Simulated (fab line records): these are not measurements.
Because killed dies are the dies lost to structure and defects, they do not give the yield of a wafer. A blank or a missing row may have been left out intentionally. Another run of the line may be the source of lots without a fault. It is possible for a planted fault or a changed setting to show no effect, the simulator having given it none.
Struck lot and sound lot, side by side + flow nand-harc + 14 steps out of a route of 1159
Sound: wafers L964.3, L964.4, L964.6. Struck: wafer L972.1. (L972.2, L972.3 of the same lot were not struck and are left out.) The cause comes at the end.
For every step that has rows: the tool of each side, followed by ch and its chambers, followed by its first start. Under that, the readings that differ: sound wafers + struck wafers + difference of the means + sigmas: that difference in standard deviations of wafers without a fault.
alike: words and numbers the same on both sides, and readings whose means are apart by under 2 such deviations; not compared: readings that were withheld, readings missing a value for some wafer, numbers with overlapping values and no deviation given by the record, and bounds like >300 which may hide the same value.
A row with sigmas, a row that says differs or no value, or rows on one side alone: a step with any of these is where the two part. When numbers do not overlap yet have no deviation, they are printed without sigmas and do not part them. A reading missing from all wafers of one side parts the sides only when that side holds two or more wafers.

NHARC_A_ZERO_WELL_INSPECT_17:
  sound on defect-inspect-01, day 9 02:17; struck on defect-inspect-01, day 11 01:20
  alike: raw-defect-count
then, 3 steps without rows for these wafers: NHARC_A_SOURCE_PLATE_PRECLEAN_00 (cleans in HF-LAST, time 60 s); NHARC_A_SOURCE_PLATE_SRD_01; NHARC_A_SOURCE_PLATE_OXIDE_02 (material SiO2, target thk 10 nm, ox time 1362 s).
NHARC_A_SOURCE_PLATE_THK_MEAS_09: measures by ellipsometry.
  sound on film-metro-01, day 9 09:51; struck on film-metro-01, day 11 05:56
  alike: thk-nm
then, 3 steps without rows for these wafers: NHARC_A_SOURCE_PLATE_PVD_04 (deposits WSi2, target thk 50 nm); NHARC_A_SOURCE_PLATE_CVD_03 (deposits poly-Si, target thk 200 nm, time 4000 s); NHARC_A_SOURCE_PLATE_ANNEAL_05 (time 1800 s).
NHARC_A_SOURCE_PLATE_THK_MEAS_06: measures by ellipsometry.
  sound on film-metro-01, day 9 22:53; struck on film-metro-02, day 11 17:52
| reading     | sound             | struck | difference | sigmas |
|-------------|-------------------|--------|------------|--------|
| thk-nm (nm) | 197.1 195.9 199.5 | 202.9  | +5.4       | +2     |
NHARC_A_SOURCE_PLATE_INSPECT_08:
  sound on defect-inspect-02, day 9 22:56; struck on defect-inspect-01, day 11 17:56
  alike: raw-defect-count
NHARC_A_ONON_D1_DEP_00: target thk 1000 nm.
  sound on pecvd-onon-02 ch 0, day 9 23:07; struck on pecvd-onon-02 ch 0, day 11 18:00
NHARC_A_ONON_D1_THK_MEAS_02: measures by ellipsometry.
  sound on film-metro-02, day 9 23:31; struck on film-metro-02, day 11 18:31
| reading     | sound          | struck | difference | sigmas |
|-------------|----------------|--------|------------|--------|
| thk-nm (nm) | 1007 1006 1004 | 630    | -376       | -31    |
following that, 1 step holds no rows for these wafers, namely NHARC_A_ONON_D1_DEP_03 (target thickness 1000 nm).
-- jump in the record: it breaks off in module A_ONON_D1 and resumes in module END (first step shown: number 1159 of the route), and 13 days separate the struck wafers' starts before and after --
NHARC_END_SORT_01:
  only the struck wafers appear in the record here, on prober-02 ch 0 at day 24 13:34; the sound ones have no rows

WHERE THEY PART
Earliest at NHARC_A_SOURCE_PLATE_THK_MEAS_06; latest, in this record, at NHARC_END_SORT_01.

WHY: what the simulator had put in
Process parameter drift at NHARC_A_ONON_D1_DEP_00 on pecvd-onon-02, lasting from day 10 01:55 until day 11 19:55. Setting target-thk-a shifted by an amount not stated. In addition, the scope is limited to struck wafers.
